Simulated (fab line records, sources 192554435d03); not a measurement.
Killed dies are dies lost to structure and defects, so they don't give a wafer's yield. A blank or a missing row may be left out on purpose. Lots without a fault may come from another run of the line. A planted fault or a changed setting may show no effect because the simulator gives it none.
Split-lot experiment | flow n5_finfet | 7 lots, 39 wafers read, on a route of 1938 steps

THE SPLIT
At N5_BEOL_M1_TRENCH_ETCH_37 (etches SiOC in C4F6/O2, target depth 55.207 nm, time 29 s), the setting time_s was moved away from the recipe's 29 s on 15 of the 39 wafers read, by -47.5% to +42.6%. The other wafers ran this setting at the recipe's value.

FROM THE SPLIT TO THE READING: what the file shows between them, 2 steps
- N5_BEOL_M1_ETCH_41: etches SiCN in CH3F/O2, target depth 31.9 nm, time 57.8 s
- N5_BEOL_M1_STRIP_97: strips in N2/H2, time 10 s

THE READING
trench_depth_nm, in nm, at N5_BEOL_M1_OCD_MEAS_38. Fault-free wafers of this fab line usually give 55.3 nm, standard deviation 0.94 nm.

wafer  | tool, chamber at the split | time_s as run, s | against the recipe | trench_depth_nm, nm | against lot-mates on the recipe
L075.1 | rie_diel-04, 0             | 38.49            | +32.7%             | 73.8                | +19.0
L075.2 | rie_diel-04, 3             | 29               | recipe             | 54.8                | -
L075.3 | rie_diel-04, 2             | 29               | recipe             | 54.3                | -
L075.4 | rie_diel-04, 1             | 29               | recipe             | 55.2                | -
L075.5 | rie_diel-04, 0             | 38.49            | +32.7%             | 73.2                | +18.4
L075.6 | rie_diel-04, 3             | 38.49            | +32.7%             | 71.5                | +16.7
L076.1 | rie_diel-03, 1             | 29               | recipe             | 57.4                | -
L076.2 | rie_diel-03, 0             | 29               | recipe             | 55.8                | -
L076.3 | rie_diel-03, 3             | 15.23            | -47.5%             | 29.6                | -26.7
L076.4 | rie_diel-03, 3             | 15.23            | -47.5%             | 29.1                | -27.2
L076.5 | rie_diel-03, 1             | 15.23            | -47.5%             | 30.1                | -26.2
L076.6 | rie_diel-03, 0             | 29               | recipe             | 55.7                | -
L085.1 | rie_diel-04, 2             | 29               | recipe             | 55.6                | -
L085.2 | rie_diel-04, 3             | 29               | recipe             | 55.0                | -
L085.3 | rie_diel-04, 0             | 29               | recipe             | 56.2                | -
L085.4 | rie_diel-04, 1             | 29               | recipe             | 55.2                | -
L085.5 | rie_diel-04, 1             | 29               | recipe             | 54.4                | -
L085.6 | rie_diel-04, 2             | 29               | recipe             | 55.3                | -
L087.1 | rie_diel-05, 2             | 29               | recipe             | 54.7                | -
L087.2 | rie_diel-05, 1             | 29               | recipe             | 54.6                | -
L087.3 | rie_diel-05, 3             | 41.35            | +42.6%             | 80.4                | +25.6
L087.4 | rie_diel-05, 0             | 29               | recipe             | 55.2                | -
L087.5 | rie_diel-05, 3             | 41.35            | +42.6%             | 80.2                | +25.4
L087.6 | rie_diel-05, 0             | 41.35            | +42.6%             | 78.6                | +23.8
L090.2 | rie_diel-03, 1             | 29               | recipe             | 56.8                | -
L090.4 | rie_diel-03, 3             | 29               | recipe             | 55.0                | -
L090.6 | rie_diel-03, 0             | 29               | recipe             | 55.2                | -
L093.1 | rie_diel-05, 2             | 29               | recipe             | 53.4                | -
L093.2 | rie_diel-05, 3             | 40.7             | +40.3%             | 78.2                | +24.0
L093.3 | rie_diel-05, 1             | 40.7             | +40.3%             | 75.9                | +21.7
L093.4 | rie_diel-05, 0             | 40.7             | +40.3%             | 76.8                | +22.6
L093.5 | rie_diel-05, 3             | 29               | recipe             | 55.3                | -
L093.6 | rie_diel-05, 2             | 29               | recipe             | 54.0                | -
L094.1 | rie_diel-05, 3             | 19.11            | -34.1%             | 38.1                | -16.7
L094.2 | rie_diel-05, 2             | 19.11            | -34.1%             | 36.1                | -18.7
L094.3 | rie_diel-05, 0             | 29               | recipe             | 55.3                | -
L094.4 | rie_diel-05, 1             | 29               | recipe             | 54.8                | -
L094.5 | rie_diel-05, 1             | 29               | recipe             | 54.3                | -
L094.6 | rie_diel-05, 0             | 19.11            | -34.1%             | 36.1                | -18.7

THE FIT
A straight line over all 39 wafers: trench_depth_nm changes by +0.548 nm for each +1% of time_s; r = +1.00; the points scatter about the line by 0.95 nm.
The same after taking each lot's own level away (the mean of its wafers on the recipe; 39 wafers): +0.561 nm for each +1%; r = +1.00; scatter 0.83 nm.
On that fit, the largest move of time_s shifts the reading by 27 nm.
The lots' own levels span 54.23 to 56.30 nm, that is 2.2 times the standard deviation above.
So the lot-to-lot level changes the slope little: the two slopes agree.
Check: with one of the wafers moved furthest among these (-47.5%) left out of the fit, the line predicts -26.4 nm for it against its lot-mates. It came out at -26.7 nm against them.

OTHER SPLITS ON THESE WAFERS
These wafers also went through other splits before the reading. Each is held against what the fit with the lots' levels taken away leaves over:
other split on the same wafers          | wafers away from the commonest value | r with trench_depth_nm (lot level and that fit taken away)
N5_MOL_CONTACT_COAG_PRECLEAN_111 time_s | 18                                   | +0.12

THE WHOLE CHAIN: every reading that the file lists as answering this split, in the file's order
step                      | what it does                                              | reading                                                                          | change (the file's fit)                | r (the file's)
N5_BEOL_M1_TRENCH_ETCH_37 | etches SiOC in C4F6/O2, target depth 55.207 nm, time 29 s | BEOL_M1.feature_depth_nm (the simulator's own value, which no gauge read)        | +0.561 nm for each +1% of the setting  | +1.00
N5_BEOL_M1_TRENCH_ETCH_37 | etches SiOC in C4F6/O2, target depth 55.207 nm, time 29 s | etch.depth_nm (the simulator's own value, which no gauge read)                   | +0.561 nm for each +1% of the setting  | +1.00
N5_BEOL_M1_TRENCH_ETCH_37 | etches SiOC in C4F6/O2, target depth 55.207 nm, time 29 s | TiN_of_BEOL_M1_HM_DEP_02.thk_nm (the simulator's own value, which no gauge read) | -0.0264 nm for each +1% of the setting | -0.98
N5_BEOL_M1_OCD_MEAS_38    |                                                           | trench_depth_nm                                                                  | +0.562 nm for each +1% of the setting  | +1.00

THE FILE'S OWN FIT
trench_depth_nm changes by +0.562 nm for each +1% of time_s, r = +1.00.
